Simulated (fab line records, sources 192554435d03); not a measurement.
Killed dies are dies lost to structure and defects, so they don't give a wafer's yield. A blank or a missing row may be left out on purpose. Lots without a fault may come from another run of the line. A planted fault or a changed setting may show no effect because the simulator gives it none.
Chamber matching | flow n5_finfet | N5_HKMG_FIN_CVD_62 on thermal_cvd_si-02: 3 sister chambers
The step deposits a-Si from Si2H6, target thk 3 nm, time 20.8 s. 3 wafers are shown with their chamber, then 12 later ones without.

WAFERS WITH THEIR CHAMBER
wafer  | chamber | heater_power_w (W)
L086.6 | 2       | 1285
L088.4 | 0       | 1480
L088.5 | 1       | 1426

WAFERS WITHOUT THEIR CHAMBER
wafer  | heater_power_w (W)
L090.1 | 1258
L090.4 | 1273
L090.5 | 1527
L092.1 | 1445
L092.2 | 1489
L092.5 | 1372
L096.1 | 1257
L096.2 | 1494
L096.3 | 1425
L094.1 | 1237
L094.4 | 1516
L094.5 | 1294

WHICH CHAMBER EACH WENT THROUGH
wafer  | from the rows above          | in truth
L090.1 | 2                            | 2
L090.4 | 2                            | 2
L090.5 | can't be placed: 0 or 1      | 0
L092.1 | can't be placed: 1 or 0      | 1
L092.2 | can't be placed: 0 or 1      | 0
L092.5 | can't be placed: 1 or 2 or 0 | 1
L096.1 | 2                            | 2
L096.2 | can't be placed: 0 or 1      | 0
L096.3 | can't be placed: 1 or 0      | 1
L094.1 | 2                            | 2
L094.4 | can't be placed: 0 or 1      | 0
L094.5 | 2                            | 2
Placed correctly: 5 of 12. Can't be placed from these rows: 7 (the true chamber is among the candidates in 7). Placed wrongly: 0.
How it was worked out, from the rows above alone: a wafer's distance from a chamber is the root of the sum, over the readings, of the square of ((its reading less the chamber's mean) divided by the reading's scatter). The wafer belongs to the nearest chamber; if the next one is less than 2 further off, it can't be placed. A chamber's mean is the mean of its shown wafers. The scatter: with one shown wafer a chamber, the root of the mean of the squares of how far each hidden wafer lies from its nearest shown one.
